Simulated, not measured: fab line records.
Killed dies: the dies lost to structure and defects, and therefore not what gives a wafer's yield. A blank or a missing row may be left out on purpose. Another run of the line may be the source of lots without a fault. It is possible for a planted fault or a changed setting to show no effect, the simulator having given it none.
fab line records	flow nandHarc
[record] lots = 12	wafers = 36	lastDay = 33
route steps=1302 shown P_GATE@215 P_CONTACT@236 END@1302
lots untouched by any fault: they come from a run of this same line in which no faults occurred
startH: hours from the record's first day to the start of the lot's first wafer shown	waitH: hours elapsed since this lot's preceding step	" same as the row above	L1.1+2: one row covering several wafers at once	- no value present, or no start provided	* or withheld: withheld	< > ~ a bound
route shown NAME@n: NAME is a module with steps in the file, n the number in the route of the first one	usual: mean/standard deviation of fault-free wafers	same: alike in all rows	chamber/n: place in a boat	sites: each site's reading	_std_site: how widely they spread, as a standard deviation	_edge_site: mean of outer sites minus mean of inner sites	radiusMm: for every site, how far away it sits from the centre of the wafer	mask NAME#n: copy n	behind: the tool/chamber that last shaped the wafer	hold: what put the lot on hold/how long, in hours/how the hold closed	device: transistor that didn't switch, given as n, p or np	end of line: at the end of the route, the tests of the same wafers	a step without rows: its recipe alone	killed: not the wafer's yield, but the dies lost to structure and defects at the first sort	map: dies across one wafer; x = killed, . = not, _ = none there
set.NAME: the setting that was run; set.NAME@STEP: the one run at that earlier step	model.NAME: the simulator's own value behind a step, which no gauge read
route steps across a sampled set of lots; one table per step, one row per wafer
services: a tool's chamber out of use, with start hour (startH, from the record's first day; less than 0 if before it), hours out, and reason
[[steps]]
[step NHARC_P_GATE_RTA_82]
[recipe] tempC = 450	timeS = 30
[usual] lampPowerPct = 3.74/0.16	wafer_temp_C_max = 451.8/0.42
lot.wafer	tool	chamber	startH	waitH	lampPowerPct	wafer_temp_C_max
L915.2	rtpAnneal-01	0	139.33	-	3.92	451.5
L915.3	"	0	"	"	3.93	451.9
L915.6	"	0	"	"	3.93	451.3
L920.2	rtpAnneal-01	0	185.60	-	3.93	451.8
L920.3	"	0	"	"	3.93	451.8
L920.5	"	0	"	"	3.92	452.2
L921.2	rtpAnneal-01	0	191.91	-	3.93	451.5
L921.4	"	0	"	"	3.92	450.8
L921.5	"	0	"	"	3.93	450.8
L922.1	rtpAnneal-02	0	209.56	-	3.60	451.4
L922.5	"	0	"	"	3.60	451.7
L922.6	"	0	"	"	3.60	451.8
L927.2	rtpAnneal-02	0	259.30	-	3.60	452.9
L927.4	"	0	"	"	3.60	452.5
L927.5	"	0	"	"	3.60	452.3
L928.1	rtpAnneal-02	0	260.05	-	3.61	451.8
L928.3	"	0	"	"	3.60	452.4
L928.6	"	0	"	"	3.59	451.7
L929.1	rtpAnneal-02	0	275.18	-	3.60	451.9
L929.3	"	0	"	"	3.59	451.9
L929.4	"	0	"	"	3.60	451.6
L931.1	rtpAnneal-02	0	298.24	-	3.60	451.6
L931.2	"	0	"	"	3.60	451.8
L931.4	"	0	"	"	3.60	451.3
L932.1	rtpAnneal-02	0	305.33	-	3.60	452.1
L932.3	"	0	"	"	3.60	451.5
L932.5	"	0	"	"	3.60	451.7
L933.2	rtpAnneal-01	0	316.71	-	3.93	451.3
L933.4	"	0	"	"	3.93	452.0
L933.6	"	0	"	"	3.93	451.2
L935.4	rtpAnneal-02	0	336.73	-	3.60	452.0
L935.5	"	0	"	"	3.61	451.7
L935.6	"	0	"	"	3.60	452.1
L936.2	rtpAnneal-02	0	343.55	-	3.60	451.8
L936.3	"	0	"	"	3.60	451.9
L936.4	"	0	"	"	3.60	451.8
[step NHARC_P_CONTACT_ETCH_35]
[recipe] targetDepthA = 390	overEtchFrac = 0.3	timeS = 65	ionEnergyEv = 80	cf4FlowSccm = 150	arFlowSccm = 0	rfW = 300	biasW = 100	chemistry = CF4
[usual] biasW = 99.96/0.28	drypumpMotorCurrentA = 5.7/0.47	oesProductAu = 0.997/0.011	rfVppV = 151.4/1.2	showerheadPlenumPTorr = 1.78/0.068	throttleValvePct = 13.283/0.009
lot.wafer	tool	chamber	startH	waitH	biasW	drypumpMotorCurrentA	oesProductAu	rfHoursCounterH	rfVppV	showerheadPlenumPTorr	throttleValvePct
L915.2	rieDiel-07	3	141.71	0.1	100.67	5.5	0.996	0.1	149.0	1.69	13.284
L915.3	"	1	"	"	100.17	5.9	1.004	0.2	152.3	1.90	13.287
L915.6	"	3	"	"	100.51	5.5	0.995	-	149.1	1.69	13.278
L920.3	rieDiel-01	1	187.53	0.1	99.65	5.7	0.991	8.1	150.8	1.78	13.264
L920.2	"	3	"	"	99.60	6.2	0.984	7.4	151.3	1.70	13.286
L920.5	"	1	"	"	100.04	5.7	0.986	-	151.0	1.79	13.293
L921.2	rieDiel-01	2	194.19	0.1	99.78	5.5	0.988	8.6	151.5	1.73	13.278
L921.4	"	0	"	"	99.62	5.2	1.008	8.8	154.2	1.87	13.272
L921.5	"	2	"	"	100.26	5.5	0.991	-	150.6	1.73	13.276
L922.1	rieDiel-13	1	211.66	0.1	99.96	4.8	1.004	0.4	151.4	1.87	13.279
L922.5	"	1	"	"	99.79	4.8	1.003	-	151.6	1.87	13.283
L922.6	"	3	"	"	100.48	6.4	0.992	-	152.6	1.84	13.272
L927.4	rieDiel-07	1	261.60	0.1	99.50	5.9	1.007	3.2	152.3	1.90	13.300
L927.2	"	3	"	"	99.56	5.5	1.010	3.3	150.6	1.69	13.281
L927.5	"	1	"	"	100.08	5.9	1.003	-	152.6	1.90	13.279
L928.3	rieDiel-13	0	262.13	0.1	99.84	5.6	0.983	1.9	151.3	1.76	13.290
L928.1	"	2	"	"	100.34	5.6	1.011	1.5	152.9	1.86	13.279
L928.6	"	0	"	"	99.87	5.6	0.983	-	150.7	1.76	13.282
L929.3	rieDiel-01	3	277.13	0.1	99.85	6.2	0.987	3.7	149.7	1.70	13.277
L929.4	"	1	"	"	99.68	5.8	1.001	2.0	149.8	1.78	13.295
L929.1	"	2	"	"	100.40	5.5	0.989	3.6	151.1	1.73	13.277
L931.2	rieDiel-01	3	300.32	0.1	99.81	6.2	0.993	5.2	150.1	1.70	13.299
L931.1	"	0	"	"	99.86	5.2	0.991	5.0	152.2	1.87	13.278
L931.4	"	1	"	"	100.26	5.8	1.004	4.0	150.7	1.78	13.284
L932.1	rieDiel-13	3	307.41	0.1	99.87	6.5	1.015	2.6	152.4	1.84	13.277
L932.3	"	0	"	"	100.07	5.6	0.990	3.1	151.5	1.76	13.289
L932.5	"	0	"	"	100.13	5.6	0.992	-	151.0	1.76	13.280
L933.2	rieDiel-13	1	318.89	0.1	99.76	4.8	1.011	3.7	151.0	1.86	13.289
L933.4	"	3	"	"	99.80	6.4	1.000	3.0	152.6	1.84	13.289
L933.6	"	1	"	"	99.54	4.8	1.004	-	152.0	1.86	13.278
L935.6	rieDiel-01	1	338.76	0.1	100.06	5.8	0.994	-	150.7	1.78	13.292
L935.4	"	2	"	"	100.12	5.5	0.981	-	149.6	1.73	13.292
L935.5	"	0	"	"	99.82	5.2	0.994	-	152.6	1.87	13.280
L936.2	rieDiel-01	1	345.61	0.1	99.75	5.8	1.019	7.8	150.5	1.78	13.277
L936.3	"	2	"	"	100.14	5.5	0.976	9.0	151.0	1.73	13.285
L936.4	"	3	"	"	100.18	6.1	1.008	6.5	149.9	1.70	13.286
[step NHARC_P_CONTACT_STRIP_28]
[recipe] o2FlowSccm = 500	arFlowSccm = 0	biasW = 0	chemistry = O2
[usual] biasW = 0/0	chamberPressureMTorr = 60.00/0.057	drypumpMotorCurrentA = 5.7/0.45	oesProductAu = 0.996/0.011	rfVppV = 58.0/0.87	showerheadPlenumPTorr = 3.58/0.14	throttleValvePct = 17.036/0.0089
lot.wafer	tool	chamber	startH	waitH	biasW	chamberPressureMTorr	drypumpMotorCurrentA	oesProductAu	rfHoursCounterH	rfVppV	showerheadPlenumPTorr	throttleValvePct
L915.2	rieDiel-01	0	142.57	0.1	0	60.00	5.3	1.016	5.5	57.0	3.73	17.036
L915.3	"	2	"	"	0	59.95	5.5	0.987	4.8	56.5	3.46	17.012
L915.6	"	1	"	"	0	59.93	5.8	0.989	-	55.8	3.56	17.033
L920.2	rieDiel-01	0	188.39	0.1	0	60.05	5.2	1.005	8.3	59.6	3.73	17.039
L920.3	"	1	"	"	0	59.99	5.8	0.986	8.4	57.0	3.56	17.034
L920.5	"	1	"	"	0	60.00	5.8	0.997	-	58.2	3.56	17.033
L921.2	rieDiel-13	1	195.05	0.1	0	60.12	4.8	1.010	0.3	58.0	3.72	17.029
L921.4	"	2	"	"	0	60.00	5.6	1.007	0.2	58.8	3.70	17.036
L921.5	"	2	"	"	0	59.93	5.6	1.011	-	57.9	3.70	17.020
L922.1	rieDiel-07	0	212.70	0.1	0	60.02	6.4	0.983	2.0	58.9	3.34	17.042
L922.6	"	1	"	"	0	59.99	5.9	1.008	-	58.5	3.79	17.036
L922.5	"	2	"	"	0	60.03	6.4	0.993	-	58.9	3.51	17.052
L927.2	rieDiel-01	0	262.46	0.1	-	-	-	-	-	-	-	-
L927.4	"	3	"	"	-	-	-	-	-	-	-	-
L927.5	"	0	"	"	-	-	-	-	-	-	-	-
L928.1	rieDiel-07	1	263.00	0.1	-	-	-	-	-	-	-	-
L928.3	"	3	"	"	-	-	-	-	-	-	-	-
L928.6	"	1	"	"	-	-	-	-	-	-	-	-
L929.1	rieDiel-13	1	277.99	0.1	-	-	-	-	-	-	-	-
L929.3	"	2	"	"	-	-	-	-	-	-	-	-
L929.4	"	2	"	"	-	-	-	-	-	-	-	-
L931.1	rieDiel-13	3	301.19	0.1	0	59.94	6.5	0.999	2.4	58.1	3.67	17.040
L931.2	"	0	"	"	0	59.92	5.6	0.991	2.9	56.7	3.51	17.033
L931.4	"	2	"	"	0	59.96	5.6	1.004	2.5	58.3	3.70	17.044
L932.3	rieDiel-01	0	308.27	0.1	0	59.97	5.2	0.996	5.7	58.2	3.73	17.036
L932.1	"	2	"	"	0	59.97	5.5	0.988	5.9	57.5	3.45	17.039
L932.5	"	1	"	"	0	59.96	5.8	1.009	-	58.6	3.56	17.034
L933.4	rieDiel-07	3	319.78	0.1	0	60.04	5.5	1.000	0.2	57.2	3.36	17.035
L933.2	"	0	"	"	0	59.98	6.4	0.987	0.5	59.4	3.34	17.032
L933.6	"	1	"	"	0	59.99	5.9	0.999	-	59.9	3.78	17.024
L935.4	rieDiel-01	0	339.79	0.1	0	60.03	5.2	0.994	-	59.1	3.73	17.027
L935.5	"	1	"	"	0	60.11	5.8	1.004	-	57.7	3.56	17.041
L935.6	"	2	"	"	0	60.00	5.5	0.981	-	56.9	3.45	17.038
L936.3	rieDiel-01	1	346.46	0.1	0	59.94	5.7	1.010	8.1	58.1	3.56	17.039
L936.4	"	2	"	"	0	59.96	5.5	0.990	9.2	57.5	3.45	17.031
L936.2	"	3	"	"	0	59.95	6.1	0.988	6.9	58.3	3.39	17.053
[step NHARC_P_CONTACT_DEGAS_38]
[recipe] tempC = 300	timeS = 60
[usual] heaterPowerW = 458/35
lot.wafer	tool	chamber	startH	waitH	heaterPowerW
L915.2	pvdSputter-03	-	143.21	-	424
L915.3	"	-	"	"	503
L915.6	"	-	"	"	412
L920.3	pvdSputter-02	-	189.04	-	485
L920.2	"	-	"	"	496
L920.5	"	-	"	"	497
L921.2	pvdSputter-02	-	195.70	-	494
L921.4	"	-	"	"	488
L921.5	"	-	"	"	498
L922.1	pvdSputter-01	-	213.31	-	453
L922.5	"	-	"	"	418
L922.6	"	-	"	"	475
L927.4	pvdSputter-03	-	263.10	-	492
L927.2	"	-	"	"	421
L927.5	"	-	"	"	499
L928.1	pvdSputter-02	-	263.64	-	492
L928.3	"	-	"	"	489
L928.6	"	-	"	"	498
L929.3	pvdSputter-03	-	278.67	-	458
L929.4	"	-	"	"	414
L929.1	"	-	"	"	494
L931.2	pvdSputter-02	-	301.83	-	493
L931.1	"	-	"	"	477
L931.4	"	-	"	"	464
L932.3	pvdSputter-02	-	308.92	-	401
L932.1	"	-	"	"	492
L932.5	"	-	"	"	481
L933.2	pvdSputter-02	-	320.38	-	459
L933.4	"	-	"	"	491
L933.6	"	-	"	"	478
L935.4	pvdSputter-01	-	340.41	-	491
L935.6	"	-	"	"	453
L935.5	"	-	"	"	395
L936.4	pvdSputter-02	-	347.11	-	486
L936.3	"	-	"	"	464
L936.2	"	-	"	"	404
[step NHARC_END_SORT_01]
[recipe] tempC = 25
[usual] killedAtArray = 55/23	killedAtOther = 1.0/1.2	killedAtPeriphery = 3.2/2.7	killedDies = 59/23	killedOpen = 3.1/1.6	killedShort = 2.2/1.5
[same] grossDies = 677
lot.wafer	tool	chamber	startH	waitH	hold	killedAtArray	killedAtOther	killedAtPeriphery	killedDies	killedOpen	killedShort
L928.1	prober-01	0	694.75	2.5	awaitDispo/2.3h/scrap	46	4	627	677	5	1
L928.3	prober-01	0	696.36	3.1	awaitDispo/2.3h/scrap	51	2	624	677	3	3
L928.6	prober-01	0	698.77	4.0	awaitDispo/2.3h/scrap	38	4	635	677	2	1
L927.2	prober-02	0	699.41	6.6	awaitDispo/8.4h/scrap	47	0	630	677	3	2
L927.4	prober-02	0	701.01	7.2	awaitDispo/8.4h/scrap	66	0	611	677	5	5
L927.5	prober-02	0	701.81	7.5	awaitDispo/8.4h/scrap	43	0	634	677	3	3
L929.1	prober-01	0	734.98	2.5	awaitDispo/3.9h/scrap	63	0	614	677	3	4
L929.3	prober-01	0	736.58	3.1	awaitDispo/3.9h/scrap	69	1	607	677	3	3
L929.4	prober-01	0	737.38	3.4	awaitDispo/3.9h/scrap	76	0	601	677	2	3
L933.2	prober-01	0	745.09	2.8	-	50	1	2	53	0	0
L933.4	prober-01	0	746.70	3.4	-	61	0	1	62	4	2
L933.6	prober-01	0	748.31	4.0	-	50	0	4	54	3	4
L932.1	prober-01	0	752.11	2.5	-	82	0	1	83	5	3
L932.3	prober-01	0	753.74	3.1	-	78	0	1	79	3	1
L932.5	prober-01	0	755.37	3.8	-	76	0	4	80	3	1
// killed by level:class
L928.1 P_CONTACT:areaStrip=626 A_CHANNEL_HOLE_D2:chamberFilmFlake=23 A_CHANNEL_HOLE_D1:chamberFilmFlake=6 A_SLIT:chamberFilmFlake=5 THIN_TSV:chamberFilmFlake=4 A_CHANNEL_FILL_D2:geometricParticle:open=2 A_CONTACT:chamberFilmFlake=2 A_WL_FILL:chamberFilmFlake=2
L928.3 P_CONTACT:areaStrip=623 A_CHANNEL_HOLE_D2:chamberFilmFlake=19 A_CHANNEL_HOLE_D1:chamberFilmFlake=9 A_SLIT:chamberFilmFlake=6 A_CONTACT:chamberFilmFlake=4 A_STAIRCASE:chamberFilmFlake=3 A_DECK1_JOINT:chamberFilmFlake=2 A_WL_FILL:chamberFilmFlake=2
L928.6 P_CONTACT:areaStrip=634 A_CHANNEL_HOLE_D2:chamberFilmFlake=16 A_CHANNEL_HOLE_D1:chamberFilmFlake=4 A_SLIT:chamberFilmFlake=4 THIN_TSV:chamberFilmFlake=4 A_CONTACT:chamberFilmFlake=3 A_M1:chamberFilmFlake=3 A_CHANNEL_FILL_D2:chamberFilmFlake=2
L927.2 P_CONTACT:areaStrip=629 A_CHANNEL_HOLE_D1:chamberFilmFlake=31 A_STAIRCASE:chamberFilmFlake=3 A_CHANNEL_HOLE_D2:chamberFilmFlake=2 A_M1:chamberFilmFlake=2 A_ONON_D1:geometricParticle:open=1 A_DECK1_JOINT:geometricParticle:open=1 A_CHANNEL_FILL_D2:geometricParticle:short=1
L927.4 P_CONTACT:areaStrip=607 A_CHANNEL_HOLE_D1:chamberFilmFlake=32 A_CONTACT:chamberFilmFlake=7 A_STAIRCASE:chamberFilmFlake=6 A_CHANNEL_HOLE_D2:chamberFilmFlake=4 A_SLIT:chamberFilmFlake=3 A_M1:chamberFilmFlake=3 A_WL_FILL:geometricParticle:short=2
L927.5 P_CONTACT:areaStrip=628 A_CHANNEL_HOLE_D1:chamberFilmFlake=26 A_STAIRCASE:chamberFilmFlake=4 A_CONTACT:chamberFilmFlake=4 P_GATE:chamberFilmFlake=3 A_WL_FILL:geometricParticle:short=2 A_SLIT:chamberFilmFlake=2 P_M1:geometricParticle:short=1
L929.1 P_CONTACT:areaStrip=606 A_CHANNEL_HOLE_D1:chamberFilmFlake=28 A_SLIT:chamberFilmFlake=21 A_CONTACT:chamberFilmFlake=5 P_GATE:chamberFilmFlake=3 P_M2:geometricParticle:short=2 P_STI:chamberFilmFlake=2 A_DECK1_JOINT:chamberFilmFlake=2
L929.3 P_CONTACT:areaStrip=605 A_CHANNEL_HOLE_D1:chamberFilmFlake=28 A_SLIT:chamberFilmFlake=26 A_CONTACT:chamberFilmFlake=7 A_ONON_D2:geometricParticle:open=2 A_CHANNEL_HOLE_D2:chamberFilmFlake=2 A_DECK1_JOINT:geometricParticle:short=1 A_WL_FILL:geometricParticle:short=1
L929.4 P_CONTACT:areaStrip=598 A_CHANNEL_HOLE_D1:chamberFilmFlake=31 A_SLIT:chamberFilmFlake=29 A_CONTACT:chamberFilmFlake=9 A_STAIRCASE:chamberFilmFlake=4 P_GATE:geometricParticle:open=1 P_CONTACT:geometricParticle:short=1 A_ONON_D1:geometricParticle:short=1
L933.2 A_SLIT:chamberFilmFlake=26 A_CHANNEL_HOLE_D1:chamberFilmFlake=9 A_STAIRCASE:chamberFilmFlake=5 A_SGD_CUT:chamberFilmFlake=3 A_WL_FILL:chamberFilmFlake=3 A_DECK1_JOINT:chamberFilmFlake=2 A_BONDPAD:chamberFilmFlake=2 P_STI:chamberFilmFlake=1
L933.4 A_SLIT:chamberFilmFlake=28 A_CHANNEL_HOLE_D1:chamberFilmFlake=18 A_BONDPAD:chamberFilmFlake=3 A_CHANNEL_FILL_D2:geometricParticle:open=2 A_SGD_CUT:chamberFilmFlake=2 P_CONTACT:geometricParticle:open=1 A_CHANNEL_FILL_D1:geometricParticle:short=1 A_DECK1_JOINT:geometricParticle:short=1
L933.6 A_SLIT:chamberFilmFlake=27 A_CHANNEL_HOLE_D1:chamberFilmFlake=12 P_M0:geometricParticle:open=2 A_CHANNEL_FILL_D2:geometricParticle:short=2 P_GATE:chamberFilmFlake=2 A_SGD_CUT:chamberFilmFlake=2 A_WL_FILL:chamberFilmFlake=2 A_ONON_D2:geometricParticle:open=1
L932.1 A_CHANNEL_HOLE_D1:chamberFilmFlake=29 A_CHANNEL_HOLE_D2:chamberFilmFlake=23 A_CONTACT:chamberFilmFlake=8 A_STAIRCASE:chamberFilmFlake=7 A_SLIT:chamberFilmFlake=4 A_DECK1_JOINT:geometricParticle:open=2 A_BONDPAD:chamberFilmFlake=2 A_ONON_D1:geometricParticle:open=1
L932.3 A_CHANNEL_HOLE_D1:chamberFilmFlake=26 A_CHANNEL_HOLE_D2:chamberFilmFlake=24 A_STAIRCASE:chamberFilmFlake=7 A_CONTACT:chamberFilmFlake=6 A_SLIT:chamberFilmFlake=6 A_CHANNEL_FILL_D2:chamberFilmFlake=3 A_BONDPAD:chamberFilmFlake=2 A_ONON_D1:geometricParticle:open=1
L932.5 A_CHANNEL_HOLE_D1:chamberFilmFlake=34 A_CHANNEL_HOLE_D2:chamberFilmFlake=21 A_STAIRCASE:chamberFilmFlake=6 A_SLIT:chamberFilmFlake=6 A_CONTACT:chamberFilmFlake=4 A_DECK1_JOINT:chamberFilmFlake=2 P_CONTACT:geometricParticle:open=1 P_M0:geometricParticle:open=1
[[services]]
tool	chamber	startH	hours	kind
pvdSputter-02	-	116.57	6.8	repair
rieDiel-07	-	117.20	9.0	pm
rieDiel-13	1	131.68	4.8	repair
pvdSputter-03	-	145.06	2.8	repair
rieDiel-13	-	165.00	9.0	pm
rieDiel-07	-	167.71	1.0	repair
pvdSputter-03	-	170.00	10.0	pm
rieDiel-01	-	186.22	0.5	repair
rieDiel-13	2	196.21	16.4	repair
rieDiel-01	-	203.91	9.0	pm
rieDiel-01	1	219.52	18.4	repair
rieDiel-01	0	243.00	4.4	repair
rieDiel-07	2	253.62	6.0	repair
rieDiel-13	3	267.09	18.9	repair
rieDiel-07	2	267.68	3.7	repair
pvdSputter-02	-	271.33	2.5	repair
pvdSputter-02	-	282.00	10.0	pm
rieDiel-07	-	294.20	9.0	pm
pvdSputter-02	-	296.11	3.1	repair
rieDiel-07	3	304.47	6.8	repair
rieDiel-01	3	319.09	25.3	repair
rieDiel-01	1	320.48	6.3	repair
rieDiel-07	2	339.42	6.1	repair
rieDiel-13	-	342.00	9.0	pm
[[key]]
[firstSign] step = NHARC_P_CONTACT_STRIP_28	reading = toolRecord	direction = missing
[effect] step = NHARC_END_SORT_01	reading = killedAtPeriphery	direction = up	sigmas = 99+	usual = 3.2	struck = 620.3
[moreKillsBornAt] NHARC_P_CONTACT_STRIP_28@rieDiel-07 = 1883	NHARC_P_CONTACT_STRIP_28@rieDiel-01 = 1864	NHARC_P_CONTACT_STRIP_28@rieDiel-13 = 1809
metAt NHARC_P_CONTACT_STRIP_28
struckLots L927,L928,L929
laterRowsLeftOut L927.2,L927.4,L927.5,L928.1,L928.3,L928.6,L929.1,L929.3,L929.4
testerLeftOut L927,L928,L929
notActingAt NHARC_P_GATE_RTA_82,NHARC_P_CONTACT_ETCH_35,NHARC_P_CONTACT_DEGAS_38
onsetBetween 212.70 262.46
[fault] kind = skippedStepWhole	tool = rieDiel-01,rieDiel-07,rieDiel-13	chamber = -	onsetH = 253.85	steps = NHARC_P_CONTACT_STRIP_28	scope = struckLotsOnly
// testerLeftOut: of these lots the tester's yield and bins aren't shown, on N5 and GAA mostly nor the transistor test; their killed dies are dies lost to structure and defects alone, not to doping, threshold or leakage, so they don't give the yield
// laterRowsLeftOut: the simulator's readings of these wafers behind a module that went badly wrong aren't trusted and aren't shown, but for the sort
